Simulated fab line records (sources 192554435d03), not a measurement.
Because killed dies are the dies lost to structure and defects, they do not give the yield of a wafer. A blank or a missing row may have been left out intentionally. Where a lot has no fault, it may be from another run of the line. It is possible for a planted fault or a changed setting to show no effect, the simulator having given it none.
fab line records -- flow n5_finfet
[record] lots = 5, wafers = 12, last_day = 16
route steps=1938 shown HKMG_FIN@461 GATE_CUT@465 MOL_CONTACT_COAG@560 PASSIVATION@1936
lots with no fault: from the same line, run without faults
start_h: hours from the record's opening day to when the first of the lot's shown wafers began -- wait_h: hours since the lot's step before -- " identical to the entry in the row above -- L1.1+2: a row that stands for several wafers -- - value missing, or start not given -- * or withheld: withheld -- < > ~ a bound
route shown NAME@n: a module of which the file shows steps, and the number in the route of the first -- usual: mean/standard deviation taken from wafers without a fault -- same: alike in all rows -- chamber/n: place in a boat -- sites: the reading at each site -- _std_site: their standard deviation -- _edge_site: outer sites' mean less inner sites' -- radius_mm: for every site, how far away it sits from the centre of the wafer -- mask NAME#n: copy n -- behind: the most recent tool/chamber to have shaped the wafer -- hold: why the lot went on hold/how many hours it stayed there/how the hold came to an end -- device: the transistor (n, p or np) that didn't switch -- end of line: the route-end tests of the same wafers -- a step given without rows: its recipe and nothing more -- killed: the dies lost at the first sort to structure and to defects; this is not the yield of the wafer -- map: a wafer's dies, marking killed ones x, the rest . and places with no die _
set.NAME: setting as actually run; set.NAME@STEP: the setting as run at that earlier step -- model.NAME: the simulator's own value behind a step, which no gauge read
certain route steps with their lots: each step a table, each wafer a row
services: the hour from which a tool's chamber was out of use, counted from the record's first day as start_h (under 0 if before that day), plus the number of hours and why
[[steps]]
[step N5_HKMG_FIN_CMP_23]
[recipe] stop_on = SiNx, t_overpolish_s = 10, post_cmp_clean = rinse_only, down_force_psi = 4, platen_rpm = 50.289, pad_velocity_m_s = 1.0006, target_thk_nm = 46.326
[step N5_HKMG_FIN_CMP_94]
[recipe] stop_on = SiNx, post_cmp_clean = w_dilute_nh4oh, t_overpolish_s = 4.7, down_force_psi = 4, platen_rpm = 50.289, pad_velocity_m_s = 1.0006, target_thk_nm = 43.299
[step N5_GATE_CUT_ETCHBACK_00]
[recipe] chemistry = SF6/Cl2, target = W, pressure_mtorr = 8, icp_w = 900, bias_w = 80, SF6_flow_sccm = 40, Cl2_flow_sccm = 60
[step N5_GATE_CUT_ETCH_56]
[recipe] chemistry = Cl2/Ar, target = TiN, target_depth_a = 216, pressure_mtorr = 10, icp_w = 600, bias_w = 60, Cl2_flow_sccm = 40, Ar_flow_sccm = 60
[step N5_GATE_CUT_ETCHBACK_30]
[recipe] chemistry = Cl2/Ar, target = TiN, target_depth_a = 30, mode = isotropic, pressure_mtorr = 10, icp_w = 600, bias_w = 60, Cl2_flow_sccm = 40, Ar_flow_sccm = 60
[step N5_GATE_CUT_VAPOR_ETCH_60]
[recipe] chemistry = BCl3/Cl2, target = HfO2, mode = isotropic
[step N5_GATE_CUT_ETCH_58]
[recipe] chemistry = CH3F/O2, target = SiNx, target_depth_a = 170, time_s = 128.6, ion_energy_ev = 50, pressure_mtorr = 30, source_w = 415, bias_w = 21, Ar_flow_sccm = 150, CH3F_flow_sccm = 30, O2_flow_sccm = 20
[step N5_GATE_CUT_STRIP_59]
[recipe] chemistry = N2/H2, time_s = 20, power_w = 100, temp_c = 40, pressure_mtorr = 100, rf_frequency_hz = 6e+07, bias_power_w = 3, n2_flow_sccm = 300, h2_flow_sccm = 300
[step N5_GATE_CUT_PRECLEAN_31]
[recipe] temp_c = 23, chemistry = DIW, time_s = 300
[step N5_GATE_CUT_SRD_32]
[recipe] time_s = 30, temp_c = 23, rinse_liquid = diw, dry = ipa_marangoni
[step N5_GATE_CUT_SAC_CAP_01]
[recipe] material = SiNx, target_thk_a = 240, temp_c = 400, ald_precursor_family = SiH2I2, ald_co_reactant = N2/H2-plasma, pulse_time_s = 1, ald_cycles = 480, purge_time_s = 2, co_reactant_purge_time_s = 2, pressure_torr = 2
[usual] ald_cycles = 480/0, heater_power_w = 836/65, precursor_pulse_height_rel = 1.000/0.021
[same] purge_time_s = 2
lot.wafer,tool,chamber,start_h,wait_h,ald_cycles,heater_power_w,precursor_pulse_height_rel,model.SiNx_of_GATE_CUT_SAC_CAP_01.thk_nm
L292.2,ald_sin-02,0,83.67,0.1,480,824,1.008,24
L292.4,ald_sin-02,3,83.67,0.1,480,798,0.973,24.2
L292.6,ald_sin-02,1,84.76,1.1,480,707,0.984,24.2
L298.2,ald_sin-02,2,119.38,0.0,868,874,0.983,43.4
L298.6,ald_sin-02,1,120.47,1.1,480,753,0.967,24
L300.2,ald_sin-02,1,127.97,0.0,868,737,0.983,43.6
L300.3,ald_sin-02,2,127.97,0.0,868,891,1.012,43.4
L302.1,ald_sin-02,1,142.58,0.0,480,729,1.013,24.2
L302.3,ald_sin-02,3,142.58,0.0,868,812,0.998,43.4
L305.1,ald_sin-03,3,163.36,0.6,480,742,1.003,24.2
L305.4,ald_sin-03,0,163.36,0.6,480,903,0.995,24
L305.5,ald_sin-03,1,164.44,1.7,480,796,1.041,24.2
[step N5_GATE_CUT_PECVD_57]
[recipe] material = SiNx, target_thk_a = 210, temp_c = 400, precursor = SiH4/NH3/N2, pressure_torr = 1.5, rf_w = 300
[step N5_GATE_CUT_CMP_02]
[recipe] stop_on = SiO2, t_overpolish_s = 12.7, post_cmp_clean = alkaline_brush, down_force_psi = 2.5, platen_rpm = 51.8, pad_velocity_m_s = 1.0307, target_thk_nm = 0
[step N5_GATE_CUT_HM_DEP_46]
[recipe] material = SiO2, target_thk_a = 1300, temp_c = 400, precursor = TEOS/O2, pressure_torr = 6.5, rf_w = 900, teos_flow_sccm = 161.4, gas = O2, flow_sccm = 2650, time_s = 26.6
[step N5_GATE_CUT_COAT_34]
[recipe] resist = SOC, temp_c = 250, time_s = 60, spin_rpm = 1500, resist_thk_nm = 60
[step N5_GATE_CUT_COAT_35]
[recipe] resist = SiARC, temp_c = 220, time_s = 60, spin_rpm = 1500, resist_thk_nm = 10
[step N5_GATE_CUT_COAT_27]
[recipe] resist = underlayer, temp_c = 205, time_s = 60, spin_rpm = 1500, resist_thk_nm = 10
[step N5_GATE_CUT_COAT_07]
[recipe] resist = CAR-EUV, spin_rpm = 1500, resist_thk_nm = 30
[step N5_GATE_CUT_EBR_09]
[recipe] solvent = PGMEA, ebr_width_mm = 1.5
[step N5_GATE_CUT_SOFTBAKE_08]
[recipe] temp_c = 110, time_s = 60, resist = CAR-EUV
[step N5_GATE_CUT_EXPOSE_10]
[recipe] mask_id = GATE_CUT, na = 0.33, source_shape = annular, sigma_inner = 0.35, sigma_outer = 0.8, polarization = unpolarized, target_cd_nm = 20, dose_mj = 43.25
[step N5_GATE_CUT_PEB_11]
[recipe] peb_temp_c = 100, peb_time_s = 60, resist = CAR-EUV
[step N5_GATE_CUT_DEVELOP_12]
[recipe] develop_time_s = 30, developer = TMAH, resist = CAR-EUV, rinse_liquid = surfactant_rinse, dry = air_spin, dev_temp_c = 23
[step N5_GATE_CUT_DESCUM_18]
[recipe] chemistry = O2, time_s = 7, source_power_w = 50, bias_power_w = 20, pressure_mtorr = 20, rf_frequency_hz = 2.712e+07, temp_c = 40, resist = CAR-EUV, o2_flow_sccm = 225
[step N5_GATE_CUT_ETCH_28]
[recipe] chemistry = N2/H2, target = underlayer, target_depth_a = 130, mask_material = CAR-EUV, time_s = 10.4, ion_energy_ev = 200, pressure_mtorr = 30, source_w = 840, bias_w = 150, n2_flow_sccm = 200, h2_flow_sccm = 200, ends = cleared
[step N5_GATE_CUT_ETCH_36]
[recipe] chemistry = CF4, target = SiARC, target_depth_a = 130, mask_material = CAR-EUV, time_s = 21.7, ion_energy_ev = 80, pressure_mtorr = 40, source_w = 545, bias_w = 36, Ar_flow_sccm = 100, cf4_flow_sccm = 100, ends = cleared
[step N5_GATE_CUT_ETCH_37]
[recipe] chemistry = N2/H2, target = SOC, target_depth_a = 600, overetch_a = 120, mask_material = SiARC, temp_c = 40, time_s = 90, ion_energy_ev = 200, pressure_mtorr = 30, source_w = 840, bias_w = 150, n2_flow_sccm = 200, h2_flow_sccm = 200
[step N5_GATE_CUT_STRIP_38]
[recipe] chemistry = N2/H2, temp_c = 40, n2_flow_sccm = 200, h2_flow_sccm = 200, rf_frequency_hz = 6e+07
[step N5_GATE_CUT_STRIP_39]
[recipe] chemistry = N2/H2, temp_c = 40, n2_flow_sccm = 200, h2_flow_sccm = 200, rf_frequency_hz = 6e+07
[step N5_GATE_CUT_HM_OPEN_40]
[recipe] chemistry = C4F6/O2, target = SiO2, mask_material = SiARC, target_depth_a = 1390, time_s = 85.1, ion_energy_ev = 250, pressure_mtorr = 30, source_w = 345, bias_w = 185, Ar_flow_sccm = 300, C4F6_flow_sccm = 10, O2_flow_sccm = 10, ends = cleared
[step N5_GATE_CUT_STRIP_41]
[recipe] chemistry = CF4, resist = SiARC, power_w = 300, bias_power_w = 75, pressure_mtorr = 50, cf4_flow_sccm = 150, rf_frequency_hz = 6e+07
[step N5_GATE_CUT_STRIP_42]
[recipe] chemistry = O2, power_w = 400, temp_c = 40, pressure_mtorr = 30, rf_frequency_hz = 6e+07, bias_power_w = 0, overash_fraction = 0.3, o2_flow_sccm = 225
[step N5_GATE_CUT_ETCH_19]
[recipe] chemistry = CH3F/O2, target = SiNx, mask_material = SiO2, target_depth_a = 537, time_s = 76.7, pressure_mtorr = 30, source_w = 395, bias_w = 73, Ar_flow_sccm = 150, CH3F_flow_sccm = 30, O2_flow_sccm = 20, ion_energy_ev = 120, ends = cleared
[usual] drypump_motor_current_A = 5.6/0.54, etch_rf_on_time_s = 76.9/0.95, oes_product_au = 0.67/0.068, rf_vpp_V = 298/4.5, showerhead_plenum_p_Torr = 2.02/0.072, throttle_valve_pct = 16.45/0.23
lot.wafer,tool,chamber,start_h,wait_h,drypump_motor_current_A,etch_rf_on_time_s,oes_product_au,rf_hours_counter_h,rf_vpp_V,showerhead_plenum_p_Torr,throttle_valve_pct
L292.2,rie_diel-03,2,87.01,0.0,6.1,75.9,0.62,204,305,2.06,16.39
L292.4,rie_diel-03,0,87.01,0.0,4.9,76.8,0.68,130,299,1.92,16.59
L292.6,rie_diel-03,1,87.01,0.0,6.0,77.0,0.64,-,295,2.00,16.47
L298.2,rie_diel-03,0,122.78,0.0,4.9,73.0,0.66,139,298,1.92,16.61
L298.6,rie_diel-03,2,122.78,0.0,6.1,77.4,0.61,-,306,2.06,16.41
L300.2,rie_diel-03,1,131.31,0.0,6.0,73.0,0.63,141,296,2.00,16.50
L300.3,rie_diel-03,2,131.31,0.0,6.1,71.8,0.61,216,305,2.06,16.40
L302.1,rie_diel-05,0,146.10,0.0,5.8,76.3,0.72,55,292,2.11,16.18
L302.3,rie_diel-05,1,146.10,0.0,5.6,71.4,0.74,46,302,2.13,16.47
L305.1,rie_diel-03,2,166.85,0.0,6.1,76.1,0.60,230,305,2.05,16.43
L305.4,rie_diel-03,0,166.85,0.0,4.9,76.7,0.66,-,300,1.92,16.62
L305.5,rie_diel-03,2,166.85,0.0,6.1,76.9,0.60,-,306,2.05,16.44
[step N5_GATE_CUT_CUT_ETCH_53]
[recipe] chemistry = SF6/Cl2, target = W, mask_material = SiO2, target_depth_a = 792, pressure_mtorr = 8, icp_w = 900, bias_w = 80, SF6_flow_sccm = 40, Cl2_flow_sccm = 60, ends = cleared
[step N5_GATE_CUT_CUT_ETCH_54]
[recipe] chemistry = Cl2/BCl3, target = TiN, mask_material = SiO2, target_depth_a = 967, pressure_mtorr = 10, icp_w = 1000, bias_w = 126, Cl2_flow_sccm = 53.25, bcl3_flow_sccm = 21.75, Ar_flow_sccm = 25, ends = cleared
[step N5_GATE_CUT_CUT_ETCH_55]
[recipe] chemistry = BCl3, target = HfO2, mask_material = SiO2, target_depth_a = 32, ion_energy_ev = 30, pressure_mtorr = 5, icp_w = 450, bias_w = 18, bcl3_flow_sccm = 80
[step N5_MOL_CONTACT_COAG_CMP_28]
[recipe] stop_on = SiNx, t_overpolish_s = 0.85, post_cmp_clean = alkaline_brush, down_force_psi = 4.15, platen_rpm = 51.8, pad_velocity_m_s = 1.0307, target_thk_nm = 14.522
[usual] motor_current_A = 12.8/1.3, retaining_ring_pressure_frac = 1.000/0.0052, time_to_endpoint_s = 5.1/2.5
lot.wafer,tool,chamber,start_h,wait_h,motor_current_A,retaining_ring_pressure_frac,time_to_endpoint_s,model.SiNx_of_GATE_CUT_SAC_CAP_01.thk_nm
L292.2,cmp-01,0,97.92,0.8,14.0,0.992,3.0,18
L292.4,cmp-01,1,97.92,0.8,13.3,1.003,3.1,18
L292.6,cmp-01,1,97.92,0.8,13.0,1.005,3.7,18
L298.2,cmp-01,2,134.63,0.8,11.1,0.992,2.4,32.4
L298.6,cmp-01,3,134.63,0.8,11.1,1.002,1.4,18
L300.3,cmp-04,0,142.36,0.9,13.4,1.005,0.1,32.4
L300.2,cmp-04,1,142.36,0.9,12.5,1.003,5.5,32.4
L302.1,cmp-04,1,161.65,0.8,12.5,0.992,6.6,18
L302.3,cmp-04,2,161.65,0.8,14.0,0.999,3.9,32.4
L305.4,cmp-04,2,176.51,0.8,13.7,1.005,2.6,18
L305.1,cmp-04,0,176.51,0.8,13.3,0.998,1.1,18
L305.5,cmp-04,2,176.51,0.8,13.9,1.011,3.7,18
[step N5_MOL_CONTACT_COAG_THK_MEAS_29]
[recipe] reads = SiNx_of_GATE_CUT_PECVD_57+SiNx_of_GATE_CUT_SAC_CAP_01
[usual] MD_CAP_THK = 17.94/0.078
lot.wafer,tool,chamber,start_h,wait_h,MD_CAP_THK[nm]
L292.2,film_metro-01,-,98.21,-,17.99
L292.4,film_metro-01,-,98.21,-,18.05
L292.6,film_metro-01,-,98.21,-,18.04
L298.2,film_metro-02,-,134.92,-,32.42
L298.6,film_metro-02,-,134.92,-,17.92
L300.2,film_metro-02,-,142.58,-,32.44
L300.3,film_metro-02,-,142.58,-,32.43
L302.1,film_metro-02,-,161.95,-,18.08
L302.3,film_metro-02,-,161.95,-,32.47
L305.1,film_metro-02,-,176.80,-,18.10
L305.4,film_metro-02,-,176.80,-,17.94
L305.5,film_metro-02,-,176.80,-,18.08
[step N5_MOL_CONTACT_COAG_ETCH_47]
[recipe] chemistry = CH3F/O2, target = SiNx, target_depth_a = 270, mask_material = SiO2, stop_on = W, over_etch_frac = 0.2, ion_energy_ev = 120, endpoint = OES-CN, pressure_mtorr = 30, source_w = 395, bias_w = 73, Ar_flow_sccm = 150, CH3F_flow_sccm = 30, O2_flow_sccm = 20, ends = end_point
[usual] drypump_motor_current_A = 5.5/0.32, etch_rf_on_time_s = 31.3/0.57, oes_product_au = 0.69/0.067, rf_vpp_V = 297/6, showerhead_plenum_p_Torr = 2.01/0.059, throttle_valve_pct = 16.51/0.18
lot.wafer,tool,chamber,start_h,wait_h,drypump_motor_current_A,etch_rf_on_time_s,oes_product_au,rf_hours_counter_h,rf_vpp_V,showerhead_plenum_p_Torr,throttle_valve_pct,model.etch.t_clear_s,model.MOL_CONTACT_COAG.feature_depth_nm,model.etch.depth_nm
L292.2,rie_diel-02,2,101.25,0.0,5.3,31.4,0.66,178,305,1.91,16.79,26.18,18.6,17.94
L292.4,rie_diel-02,0,101.25,0.0,6.1,31.2,0.72,127,291,1.94,16.27,25.95,18.6,18
L292.6,rie_diel-02,2,101.25,0.0,5.3,31.1,0.66,-,306,1.91,16.78,25.92,18.6,18.04
L298.2,rie_diel-02,0,136.57,0.0,6.1,50.8,0.74,139,292,1.93,16.28,47.23,33.4,32.4
L298.6,rie_diel-02,0,136.57,0.0,6.1,31.2,0.70,-,291,1.93,16.29,25.99,18.6,17.91
L300.2,rie_diel-02,2,144.97,0.0,5.3,50.8,0.68,192,306,1.91,16.80,46.73,33.6,32.48
L300.3,rie_diel-02,1,144.97,0.0,5.3,50.8,0.73,134,293,2.01,16.32,46.62,33.4,32.41
L302.1,rie_diel-06,3,164.77,0.0,5.9,31.4,0.68,160,287,1.92,16.46,26.15,18.6,18.04
L302.3,rie_diel-06,1,164.77,0.0,5.2,50.8,0.95,2,302,1.98,16.24,45.75,33.4,32.46
L305.1,rie_diel-06,0,178.72,0.0,5.2,32.9,0.62,203,292,2.07,16.72,27.47,18.6,18.06
L305.4,rie_diel-06,3,178.72,0.0,5.9,32.0,0.66,-,288,1.92,16.48,26.71,18.6,17.97
L305.5,rie_diel-06,0,178.72,0.0,5.2,32.8,0.63,-,291,2.07,16.73,27.3,18.6,18.05
[step N5_MOL_CONTACT_COAG_CMP_52]
[recipe] stop_on = SiO2, t_overpolish_s = 1.5, post_cmp_clean = w_dilute_nh4oh, down_force_psi = 4, platen_rpm = 50.289, pad_velocity_m_s = 1.0006, target_thk_nm = 66.5
[usual] motor_current_A = 12.5/1.2, overpolish_run_s = 1.501/0.0094, retaining_ring_pressure_frac = 0.999/0.0049, time_to_endpoint_s = 13.7/2.5
lot.wafer,tool,chamber,start_h,wait_h,motor_current_A,overpolish_run_s,retaining_ring_pressure_frac,time_to_endpoint_s,model.SiO2_of_MOL_CONTACT_COAG_PECVD_31.thk_nm
L292.2,cmp-03,0,103.48,0.0,11.7,1.491,1.005,14.9,44.2
L292.4,cmp-03,3,103.48,0.0,10.5,1.503,0.992,15.5,44.8
L292.6,cmp-03,1,103.48,0.0,12.8,1.504,1.002,18.5,44.6
L298.2,cmp-01,2,138.84,0.1,11.0,1.502,0.995,11.2,42.4
L298.6,cmp-01,2,138.84,0.1,11.3,1.496,0.991,9.7,43.6
L300.3,cmp-04,1,147.23,0.0,13.0,1.497,0.997,13.9,42
L300.2,cmp-04,3,147.23,0.0,14.0,1.507,0.989,13.5,42.8
L302.3,cmp-04,3,166.89,0.1,14.2,1.494,1.003,14.7,42
L302.1,cmp-04,1,166.89,0.1,11.9,1.509,1.000,12.5,43.8
L305.1,cmp-04,0,181.26,0.1,13.0,1.497,1.002,16.4,43.4
L305.4,cmp-04,2,181.26,0.1,14.1,1.507,0.999,14.1,44.6
L305.5,cmp-04,0,181.26,0.1,12.6,1.491,1.005,13.4,44.6
[step N5_PASSIVATION_PROBE_49]
[usual] killed_at_M0_to_M3 = 35/12, killed_at_M4_up = 13/5.8, killed_at_contacts = 12/5.5, killed_at_front_end = 36/9.9, killed_at_other = 4/3.7, killed_dies = 101/18, killed_open = 66/13, killed_short = 33/8
[same] gross_dies = 1180, killed_at_back_side = 0
lot.wafer,tool,chamber,start_h,wait_h,killed_at_M0_to_M3,killed_at_M4_up,killed_at_contacts,killed_at_front_end,killed_at_other,killed_dies,killed_open,killed_short
L298.2,prober-02,-,325.81,0.1,15,10,17,39,5,86,65,19
// killed by level:class
L298.2 MOL_CONTACT_COAG:geometric_particle:open=16 FIN_SAQP:geometric_particle:open=7 STI_FIN_REVEAL:geometric_particle:open=6 BEOL_M3:geometric_particle:open=6 BEOL_M4:geometric_particle:open=6 STARTING-WAFER:geometric_particle:open=5 DUMMY_GATE:geometric_particle:open=4 ILD0:geometric_particle:open=4
[[services]]
tool,chamber,start_h,hours,kind
cmp-01,-,63.85,0.6,repair
rie_diel-03,1,70.57,13.5,repair
cmp-01,-,70.94,0.4,repair
cmp-04,-,79.93,5.5,repair
ald_sin-03,2,85.31,13.8,repair
ald_sin-02,-,85.84,14.0,pm
cmp-01,-,86.08,1.8,repair
cmp-03,-,89.40,0.2,repair
rie_diel-02,0,92.12,4.1,repair
rie_diel-06,3,93.50,2.2,repair
rie_diel-05,2,111.70,7.9,repair
cmp-01,-,120.50,1.2,repair
cmp-04,-,129.99,4.7,pm
rie_diel-05,-,147.63,0.9,repair
ald_sin-02,-,150.28,6.0,pm
cmp-04,-,150.54,5.1,repair
rie_diel-03,3,153.55,-,clean
rie_diel-03,3,153.55,-,consumable_replace:focus_ring
rie_diel-03,0,154.99,7.7,repair
rie_diel-02,2,173.19,5.9,repair
rie_diel-06,1,176.21,35.1,repair
ald_sin-02,2,176.22,2.9,repair
ald_sin-03,-,176.81,14.0,pm
rie_diel-05,2,179.59,5.7,repair
[[key]]
[first_sign] step = N5_GATE_CUT_SAC_CAP_01, reading = ald_cycles, direction = up, sigmas = 99+, usual = *, struck = *
[effect] step = N5_GATE_CUT_ETCH_19, reading = etch_rf_on_time_s, direction = down, sigmas = 4.9, usual = *, struck = *
[effect] step = N5_MOL_CONTACT_COAG_THK_MEAS_29, reading = MD_CAP_THK, direction = up, sigmas = 99+, usual = 17.94, struck = 32.44
[effect] step = N5_MOL_CONTACT_COAG_ETCH_47, reading = etch_rf_on_time_s, direction = up, sigmas = 34, usual = *, struck = *
[model_effect] step = N5_GATE_CUT_SAC_CAP_01, value = SiNx_of_GATE_CUT_SAC_CAP_01.thk_nm, without = 24.05, struck = 43.45
[model_effect] step = N5_MOL_CONTACT_COAG_CMP_28, value = SiNx_of_GATE_CUT_SAC_CAP_01.thk_nm, without = 18, struck = 32.4
[model_effect] step = N5_MOL_CONTACT_COAG_ETCH_47, value = etch.t_clear_s, without = 25.78, struck = 46.58
[model_effect] step = N5_MOL_CONTACT_COAG_CMP_52, value = SiO2_of_MOL_CONTACT_COAG_PECVD_31.thk_nm, without = 43.55, struck = 42.3
met_at N5_GATE_CUT_SAC_CAP_01
struck_wafers L298.2,L300.2,L300.3,L302.3
tester_left_out L298,L300,L302
onset_between 83.67 119.38
[fault] kind = process_parameter_drift, tool = ald_sin-02, chamber = -, onset_h = 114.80, steps = N5_GATE_CUT_SAC_CAP_01, channel = ald_cycles, offset = *, shape = step, end_h = 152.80, scope = struck_wafers_only, acts_in = *, stated = *
// tester_left_out: of these lots the tester's yield and bins aren't shown, on N5 and GAA mostly nor the transistor test; their killed dies are dies lost to structure and defects alone, not to doping, threshold or leakage, so they don't give the yield
